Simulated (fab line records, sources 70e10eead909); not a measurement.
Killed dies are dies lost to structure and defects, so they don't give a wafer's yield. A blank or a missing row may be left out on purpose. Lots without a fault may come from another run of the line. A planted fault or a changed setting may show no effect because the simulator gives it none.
fab line records | flow nand_harc
record lots=7 wafers=21 last_day=34
route steps=1302 shown A_M0@1166 A_M1@1169
lots that met no fault: from a run of the same line without faults
start_h: hours from the record's first day to the start of the lot's first wafer shown | wait_h: hours since the lot's step before | " the same as in the row above | L1.1+2: a row that stands for several wafers | - no value, or no start given | * or withheld: withheld | < > ~ a bound
route shown NAME@n: a module of which the file shows steps, and the number in the route of the first | usual: mean/standard deviation of fault-free wafers | same: alike in all rows | chamber/n: place in a boat | sites: the reading at each site | _std_site: their standard deviation | _edge_site: outer sites' mean less inner sites' | radius_mm: how far each site lies from the wafer's centre | mask NAME#n: copy n | behind: the tool/chamber that last shaped the wafer | hold: why the lot was held/for how many hours/how that ended | device: the transistor (n, p or np) that didn't switch | end of line: the same wafers' tests at the end of the route | a step without rows: its recipe alone | killed: dies lost to structure and defects at the first sort, not the wafer's yield | map: a wafer's dies, x killed, . not, _ none there
set.NAME: the setting as run; set.NAME@STEP: as run at that earlier step | model.NAME: the simulator's own value behind a step, which no gauge read
lots at some steps of the route; a table a step, a row a wafer
services: from which hour (start_h, from the record's first day; less than 0 if before it) a tool's chamber was out of use, for how many hours, and why
## steps
# step NHARC_A_M0_INSPECT_27
# usual raw_defect_count=545/150
# columns lot.wafer tool chamber start_h wait_h raw_defect_count
L305.1 defect_inspect-02 - 627.47 0.0 556
L305.3 " - " " 498
L305.4 " - " " 459
L307.1 defect_inspect-01 - 648.34 0.0 760
L307.2 " - " " 786
L307.5 " - " " 507
L308.1 defect_inspect-01 - 654.46 0.0 529
L308.3 " - " " 636
L308.4 " - " " 396
L310.1 defect_inspect-01 - 664.24 0.0 595
L310.3 " - " " 778
L310.6 " - " " 508
L312.1 defect_inspect-01 - 703.76 0.0 747
L312.2 " - " " 843
L312.5 " - " " 729
L315.1 defect_inspect-02 - 725.16 0.0 346
L315.3 " - " " 342
L315.5 " - " " 510
L318.1 defect_inspect-01 - 754.01 0.0 347
L318.3 " - " " 331
L318.5 " - " " 364
# step NHARC_A_M0_PRE_CLEAN_31
# recipe time_s=12 temp_c=370 rf_power_w=300 gas=NH3
# usual heater_power_w=666/89 susceptor_temp_C=369.98/0.2
# columns lot.wafer tool chamber start_h wait_h heater_power_w susceptor_temp_C
L305.3 pecvd-04 0 627.56 0.1 618 369.55
L305.1 " 1 " " 658 369.95
L305.4 " 1 " " 631 370.07
L307.2 pecvd-03 0 648.40 0.1 701 370.26
L307.1 " 1 " " 660 370.06
L307.5 " 1 " " 673 369.90
L308.1 pecvd-02 0 654.53 0.1 585 369.86
L308.3 " 2 " " 568 369.79
L308.4 " 2 " " 560 370.05
L310.1 pecvd-04 0 664.32 0.1 589 370.03
L310.3 " 1 " " 633 370.01
L310.6 " 2 " " 852 369.90
L312.1 pecvd-03 2 703.83 0.1 743 370.20
L312.2 " 1 " " 701 369.92
L312.5 " 0 " " 622 370.17
L315.3 pecvd-04 2 725.24 0.1 872 369.52
L315.1 " 0 " " 678 369.92
L315.5 " 0 " " 661 369.94
L318.1 pecvd-03 2 754.09 0.1 675 370.03
L318.3 " 0 " " 697 370.12
L318.5 " 1 " " 616 370.01
# step NHARC_A_M0_DEP_32
# recipe target_thk_a=300 temp_c=370 target_thk_nm=30 pressure_torr=3 flow_sccm=200 rf_w=450 material=SiCN
# usual heater_power_w=620/100 susceptor_temp_C=369.99/0.2
# columns lot.wafer tool chamber start_h wait_h heater_power_w susceptor_temp_C
L305.3 pecvd-04 0 627.66 0.1 564 370.05
L305.1 " 1 " " 538 370.03
L305.4 " 1 " " 554 370.38
L307.2 pecvd-03 0 648.48 0.1 617 369.98
L307.1 " 1 " " 560 370.34
L307.5 " 1 " " 554 369.85
L308.1 pecvd-02 0 654.61 0.1 544 370.01
L308.3 " 2 " " 571 369.86
L308.4 " 2 " " 585 370.14
L310.1 pecvd-04 0 664.43 0.1 628 369.94
L310.3 " 1 " " 586 370.01
L310.6 " 2 " " 798 370.15
L312.1 pecvd-03 2 703.91 0.1 699 370.00
L312.2 " 1 " " 534 370.14
L312.5 " 0 " " 661 369.79
L315.3 pecvd-04 2 725.35 0.1 779 370.02
L315.1 " 0 " " 561 369.93
L315.5 " 0 " " 579 369.90
L318.1 pecvd-03 2 754.20 0.1 751 369.97
L318.3 " 0 " " 603 369.87
L318.5 " 1 " " 643 370.32
# step NHARC_A_M1_DEP_00
# recipe target_thk_a=1825 target_thk_nm=182.5 temp_c=withheld pressure_torr=5 flow_sccm=200 rf_w=600 material=SiOC
# step NHARC_A_M1_DEHYDRATE_01
# recipe temp_c=150 time_s=120
# step NHARC_A_M1_HMDS_02
# recipe time_s=30
# step NHARC_A_M1_COAT_34
# recipe temp_c=200 time_s=65
# step NHARC_A_M1_COAT_03
# recipe spin_rpm=1500 resist_thk_nm=90
# step NHARC_A_M1_SOFTBAKE_04
# recipe temp_c=105 time_s=55
# step NHARC_A_M1_EBR_05
# step NHARC_A_M1_EXPOSE_06
# recipe na=1.35 target_cd_nm=120 dose_mj=75.13 mask_id=A_M1
# step NHARC_A_M1_PEB_07
# recipe peb_temp_c=100 peb_time_s=65
# step NHARC_A_M1_DEVELOP_08
# recipe develop_time_s=35 dev_temp_c=23
# usual chill_plate_temp_C=23.00/0.1 develop_time_s=35/0 resist_line_temp_C=22.99/0.1
# columns lot.wafer tool chamber start_h wait_h chill_plate_temp_C develop_time_s resist_line_temp_C
L305.1 litho_track-01 0 628 - 23.00 35 22.85
L305.3 " 0 " " 22.93 35 22.98
L305.4 " 0 " " 23.16 35 22.86
L307.1 litho_track-06 - 649 - - - -
L307.2 " - " " - - -
L307.5 " - " " - - -
L308.1 litho_track-06 - 655 - - - -
L308.3 " - " " - - -
L308.4 " - " " - - -
L310.1 litho_track-06 - 665 - - - -
L310.3 " - " " - - -
L310.6 " - " " - - -
L312.1 litho_track-01 0 705 - 23.08 35 23.03
L312.2 " 0 " " 22.91 35 23.06
L312.5 " 0 " " 23.06 35 23.07
L315.1 litho_track-04 0 726 - 22.93 35 22.95
L315.3 " 0 " " 23.05 35 22.91
L315.5 " 0 " " 22.92 35 22.96
L318.1 litho_track-06 0 755 - 23.03 35 23.16
L318.3 " 0 " " 23.04 35 22.99
L318.5 " 0 " " 23.08 35 23.08
# step NHARC_A_M1_CD_MEAS_09
# recipe target_cd_nm=120 landing_energy_ev=500
# usual cd_nm=119.8/0.5
# columns lot.wafer tool chamber start_h wait_h cd_nm
L305.1 cd_sem-03 0 628.74 - 119.8
L305.3 " 0 " " 120.0
L305.4 " 0 " " 120.1
L307.1 cd_sem-02 0 649.72 - -
L307.2 " 0 " " -
L307.5 " 0 " " -
L308.1 cd_sem-03 0 655.89 - -
L308.3 " 0 " " -
L308.4 " 0 " " -
L310.1 cd_sem-02 0 665.63 - -
L310.3 " 0 " " -
L310.6 " 0 " " -
L312.1 cd_sem-03 0 705.15 - 119.0
L312.2 " 0 " " 119.7
L312.5 " 0 " " 119.7
L315.1 cd_sem-03 0 726.58 - 120.4
L315.3 " 0 " " 119.9
L315.5 " 0 " " 119.8
L318.1 cd_sem-01 0 755.38 - 119.0
L318.3 " 0 " " 119.3
L318.5 " 0 " " 119.3
## services
# columns tool chamber start_h hours kind
pecvd-04 - 631.52 13.0 pm
pecvd-04 0 631.52 13.0 vent_cycle
pecvd-04 1 631.52 13.0 vent_cycle
pecvd-04 2 631.52 13.0 vent_cycle
pecvd-02 - 633.45 1.4 repair
pecvd-04 0 644.52 - clean
pecvd-04 1 644.52 - clean
pecvd-04 2 644.52 - clean
litho_track-01 - 680.00 7.0 pm
litho_track-06 - 704.00 7.0 pm
litho_track-04 - 728.00 7.0 pm
pecvd-03 - 728.14 13.0 pm
pecvd-03 0 728.14 13.0 vent_cycle
pecvd-03 1 728.14 13.0 vent_cycle
pecvd-03 2 728.14 13.0 vent_cycle
pecvd-03 0 741.14 - clean
pecvd-03 1 741.14 - clean
pecvd-03 2 741.14 - clean
## key
first_sign step=NHARC_A_M1_DEVELOP_08 reading=tool_record direction=missing
effect none on later readings
met_at NHARC_A_M1_DEVELOP_08
struck_wafers L307.1,L307.2,L307.5,L308.1,L308.3,L308.4,L310.1,L310.3,L310.6
later_rows_left_out L307.1,L307.2,L307.5,L308.1,L308.3,L308.4,L310.1,L310.3,L310.6
sort_left_out L307.1,L307.2,L307.5,L308.1,L308.3,L308.4,L310.1,L310.3,L310.6
fault kind=skipped_step_whole tool=litho_track-06 chamber=- onset_h=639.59 steps=NHARC_A_M1_DEVELOP_08 scope=struck_lots_only
# sort_left_out: the simulated sort isn't trusted on such a fault, so these wafers' sort isn't shown, and their yield isn't known
# later_rows_left_out: the simulator's readings of these wafers behind a module that went badly wrong aren't trusted and aren't shown, but for the sort
